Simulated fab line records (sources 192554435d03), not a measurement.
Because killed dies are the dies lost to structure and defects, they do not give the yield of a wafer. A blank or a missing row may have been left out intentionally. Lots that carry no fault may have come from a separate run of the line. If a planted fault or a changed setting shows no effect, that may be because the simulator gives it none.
Matching of chambers    flow n5Finfet    N5_BEOL_M15_ILD_DEP_00 on pecvd-03 has 3 sister chambers
The step deposits SiO2 from TEOS/O2, target thk 1629.3 nm, time 346.1 s. 3 wafers are shown with their chamber, then 12 later ones without.

## WAFERS, EACH WITH ITS CHAMBER
wafer   chamber  throttleValvePct (%)
L091.6  2        17.8
L095.1  1        16.9
L095.6  0        18.1

## WAFERS WITHOUT THEIR CHAMBER
wafer   throttleValvePct (%)
L096.2  16.9
L096.3  18.3
L096.5  18.3
L094.1  17.6
L094.4  17.5
L094.5  16.9
L097.1  17.7
L097.2  18.2
L097.3  16.9
L097.4  17.1
L097.5  17.6
L097.6  18.3

## CHAMBER TAKEN BY EACH
wafer   from the rows above           in truth
L096.2  1                             1
L096.3  can't be placed: 0 or 2       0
L096.5  can't be placed: 0 or 2       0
L094.1  can't be placed: 2 or 0       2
L094.4  can't be placed: 2 or 0 or 1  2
L094.5  1                             1
L097.1  can't be placed: 2 or 0       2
L097.2  can't be placed: 0 or 2       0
L097.3  1                             1
L097.4  1                             1
L097.5  can't be placed: 2 or 0       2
L097.6  can't be placed: 0 or 2       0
4 of 12 placed correctly. Cannot be placed on the basis of these rows: 8; the candidates contain the true chamber in 8. Wrongly placed: 0.
How it was worked out, from the rows above alone: a wafer's distance from a chamber is the root of the sum, over the readings, of the square of ((its reading less the chamber's mean) divided by the reading's scatter). If the next closest chamber is less than 2 further off than the closest, the wafer can't be placed; otherwise it belongs to the closest. Each chamber's mean is taken over the wafers shown for it. The scatter (one wafer shown for each chamber): square how far every hidden wafer sits from the nearest shown wafer, average those squares and take the square root.
